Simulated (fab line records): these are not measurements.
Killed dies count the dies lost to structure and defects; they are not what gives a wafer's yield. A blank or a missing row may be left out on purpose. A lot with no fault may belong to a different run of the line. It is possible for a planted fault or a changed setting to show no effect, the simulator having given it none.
Chamber matching + flow n5_finfet + cmp-01 running N5_PMOS_HMC_CHANNEL_EPI_CMP_21: 4 sister chambers
The step polishes SiGe30, target thk 54 nm. 4 wafers are shown with their chamber, then 8 later ones without.

## EACH WAFER AND ITS CHAMBER
| wafer  | chamber | motor_current_A (A) |
|--------|---------|---------------------|
| L083.5 | 1       | 10.9                |
| L089.4 | 2       | 11.6                |
| L089.5 | 3       | 13.6                |
| L092.2 | 0       | 10.7                |

## WAFERS WITHOUT THEIR CHAMBER
| wafer  | motor_current_A (A) |
|--------|---------------------|
| L092.5 | 11.7                |
| L092.6 | 12.8                |
| L093.1 | 11.6                |
| L093.2 | 11.8                |
| L093.3 | 9.8                 |
| L096.1 | 12.9                |
| L096.2 | 10.2                |
| L096.4 | 11.7                |

## WHICH CHAMBER EACH ONE RAN IN
| wafer  | from the rows above          | in truth |
|--------|------------------------------|----------|
| L092.5 | can't be placed: 2 or 1 or 0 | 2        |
| L092.6 | can't be placed: 3 or 2      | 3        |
| L093.1 | can't be placed: 2 or 1 or 0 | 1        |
| L093.2 | can't be placed: 2 or 1 or 0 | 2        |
| L093.3 | can't be placed: 0 or 1 or 2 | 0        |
| L096.1 | can't be placed: 3 or 2      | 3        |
| L096.2 | can't be placed: 0 or 1 or 2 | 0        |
| L096.4 | can't be placed: 2 or 1 or 0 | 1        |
0 of 8 placed correctly. Can't be placed from these rows: 8 (the true chamber is among the candidates in 8). Wrongly placed: 0.
How it was worked out, from the rows above alone: a wafer's distance from a chamber is the root of the sum, over the readings, of the square of ((its reading less the chamber's mean) divided by the reading's scatter). If the next closest chamber is less than 2 further off than the closest, the wafer can't be placed; otherwise it belongs to the closest. For every chamber, the mean is computed from those of its wafers that are shown. The scatter: root of mean squared gap, hidden wafer to nearest shown wafer, with one shown wafer a chamber.
